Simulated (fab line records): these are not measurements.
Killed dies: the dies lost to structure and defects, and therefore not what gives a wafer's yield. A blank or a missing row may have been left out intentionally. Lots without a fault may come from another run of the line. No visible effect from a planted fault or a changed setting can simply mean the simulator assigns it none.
A struck lot beside a sound one	flow nand-harc	40 out of 1159 route steps
Sound: wafers L909.2, L909.3, L909.6. Struck: wafer L925.5 (left out: L925.2, L925.6 of the same lot, which were not struck); the cause appears at the end.
Per side, at each step with rows, come the tool, then ch with its chambers, and then its first start. Under that, the readings that differ: sound wafers	struck wafers	difference of the means	sigmas: that difference in standard deviations of wafers without a fault.
alike: readings whose means differ by less than 2 such deviations, and words and numbers that are the same on both sides. not compared: withheld readings, readings that some wafer has no value for, bounds like >300 that may hide the same value, and numbers for which the record gives no deviation and whose values overlap.
The two part at a step that has a row with sigmas, a row that says differs or no value, or rows on one side only. When numbers do not overlap yet have no deviation, they are printed without sigmas and do not part them. A reading that every wafer of one side lacks parts them only if that side has two wafers or more.

first, 1 step without rows for these wafers: NHARC_P_M0_DEVELOP_08 (develop time 35 s).
NHARC_P_M0_CD_MEAS_09: the cd target is 90 nm.
  sound on cd-sem-02 ch 0, day 5 18:17; struck on cd-sem-01 ch 0, day 9 23:00
  alike: cd-nm
NHARC_P_M0_OVL_MEAS_10: pitch 180 nm.
  struck on overlay-01, day 9 23:05; sound on overlay-01, day 5 18:22
  alike: overlay-x-nm, overlay-y-nm
NHARC_P_M0_INSPECT_11:
  struck on defect-inspect-01, day 9 23:07; sound on defect-inspect-01, day 5 18:24
  alike: raw-defect-count
NHARC_P_M0_DESCUM_14: chemistry O2, time 3 s.
  sound on rie-diel-12 ch 0,3, day 5 18:28; struck on rie-diel-12 ch 3, day 9 23:11
  alike: drypump-motor-current-A, mfc-ar-sccm, oes-product-au, rf-vpp-V, showerhead-plenum-p-Torr, throttle-valve-pct
  not compared: rf-hours-counter-h
then, 2 steps without rows for these wafers: NHARC_P_M0_ETCH_34 (etches the open film in N2/H2, target depth 40 nm, overetch 12 nm, time 43.94 s); NHARC_P_M0_ETCH_15 (etches the open film in C4F8/Ar, target depth 150 nm, overetch 15 nm, time 82.5 s).
NHARC_P_M0_CD_MEAS_16:
  struck on cd-sem-03, day 9 23:29; sound on cd-sem-01, day 5 18:46
  alike: cd-nm
then, 3 steps without rows for these wafers: NHARC_P_M0_STRIP_18 (strips in N2/H2); NHARC_P_M0_STRIP_19 (strips in post etch residue remover, time 600 s); NHARC_P_M0_DEGAS_28 (time 60 s).
NHARC_P_M0_PRE_CLEAN_29: time 30 s.
  sound on pvd-sputter-01; struck on pvd-sputter-01
  alike: heater-power-w
NHARC_P_M0_PVD_20: deposits TaN, target thk 5 nm, time 8.06 s.
  struck on pvd-sputter-01, day 10 00:27; sound on pvd-sputter-01, day 5 19:31
  alike: substrate-temp-c, throttle-valve-pct
then, 3 steps without rows for these wafers: NHARC_P_M0_PVD_21 (deposits Cu, target thk 30 nm, time 20.49 s); NHARC_P_M0_ECD_22 (material Cu, target thk 400 nm); NHARC_P_M0_ANNEAL_30 (time 90 s).
NHARC_P_M0_CMP_23: polishes, t overpolish 20 s, target thk 117.53 nm.
  sound on cmp-03 ch 1,2, day 5 20:38; struck on cmp-04 ch 1, day 10 01:47
  alike: motor-current-A, retaining-ring-pressure-frac, time-to-endpoint-s
NHARC_P_M0_THK_MEAS_24: measures by xrf.
  struck on film-metro-01, day 10 02:03; sound on film-metro-02, day 5 20:56
reading	sound	struck	difference	sigmas
thk-nm (nm)	116.2 114.3 115.8	119.9	+4.5	+3
then, 13 steps without rows for these wafers: NHARC_P_M0_SRD_25; NHARC_P_M0_PRE_CLEAN_31 (time 12 s); NHARC_P_M0_DEP_32 (deposits SiCN, target thk 30 nm); NHARC_P_M1_DEP_00 (deposits SiOC, target thk 182.5 nm); NHARC_P_M1_DEHYDRATE_01 (time 120 s); NHARC_P_M1_HMDS_02 (time 30 s); NHARC_P_M1_COAT_34 (time 65 s); NHARC_P_M1_COAT_03 (resist thk 90 nm); NHARC_P_M1_SOFTBAKE_04 (time 55 s); NHARC_P_M1_EBR_05; NHARC_P_M1_EXPOSE_06 (exposes mask P M1, target cd 130 nm); NHARC_P_M1_PEB_07 (peb time 65 s); NHARC_P_M1_DEVELOP_08 (develop time 35 s).
NHARC_P_M1_CD_MEAS_09: the cd target is 130 nm.
  sound on cd-sem-02 ch 0, day 5 23:41; struck on cd-sem-02 ch 0, day 10 03:27
  alike: cd-nm
NHARC_P_M1_OVL_MEAS_10: pitch 260 nm.
  struck on overlay-01, day 10 03:32; sound on overlay-01, day 5 23:46
  alike: overlay-x-nm, overlay-y-nm
NHARC_P_M1_DESCUM_14: chemistry O2, time 3 s.
  sound on rie-diel-05 ch 1,2,3, day 5 23:52; struck on rie-diel-02 ch 3, day 10 03:38
  alike: drypump-motor-current-A, mfc-ar-sccm, oes-product-au, rf-vpp-V, showerhead-plenum-p-Torr, throttle-valve-pct
  not compared: rf-hours-counter-h
then, 1 step without rows for these wafers: NHARC_P_M1_ETCH_35 (etches the open film in N2/H2, target depth 40 nm, overetch 12 nm, time 43.94 s).
NHARC_P_M1_ETCH_15: etches the open film in C4F8/Ar, target depth 182.5 nm, time 91.2 s.
  sound on rie-diel-05 ch 0,2,3; struck on rie-diel-02 ch 1
  alike: oes-product-au, rf-vpp-V
  not compared: rf-hours-counter-h
NHARC_P_M1_CD_MEAS_16:
  struck on cd-sem-03, day 10 03:56; sound on cd-sem-02, day 6 00:11
  alike: cd-nm
then, 2 steps without rows for these wafers: NHARC_P_M1_STRIP_18 (strips in N2/H2); NHARC_P_M1_ETCH_28 (etches the open film in CF4/N2, target depth 30 nm, time 72.99 s).
-- the record jumps here: 13 days lie between the struck wafers' starts before and after (it left off in module P_M1 and takes up again in module END, whose first step shown is number 1159 of the route) --
NHARC_END_SORT_01:
  sound on prober-01 ch 0, day 20 04:11; struck on prober-01 ch 0, day 23 06:31
reading	sound	struck	difference	sigmas
defect-limited-yield (%)	95.9 96.8 96.9	86.3	-10.2	-7
killed-at-periphery	3 2 0	63	+61	+28
killed-dies	28 22 21	93	+69	+7
sort_bin_2_pct (%)	1.2 1.5 1.2	4.9	+3.6	+6
sort_bin_3_pct (%)	0.74 0.15 0	2.22	+1.92	+10
sort_bin_4_pct (%)	2.2 1.6 1.9	6.6	+4.7	+5
sort-n-pass	649 655 656	584	-69	-7
sort-rim-yield-pct (%)	95.3 97.2 99.1	85.8	-11.4	-6
sort-yield-pct (%)	95.9 96.8 96.9	86.3	-10.2	-7
  alike: killed-at-array, killed-at-other, killed-open, killed-short

WHERE THEY PART
Last at NHARC_END_SORT_01 as far as this record goes, first at NHARC_P_M0_THK_MEAS_24.

WHY: whatever the simulator had introduced
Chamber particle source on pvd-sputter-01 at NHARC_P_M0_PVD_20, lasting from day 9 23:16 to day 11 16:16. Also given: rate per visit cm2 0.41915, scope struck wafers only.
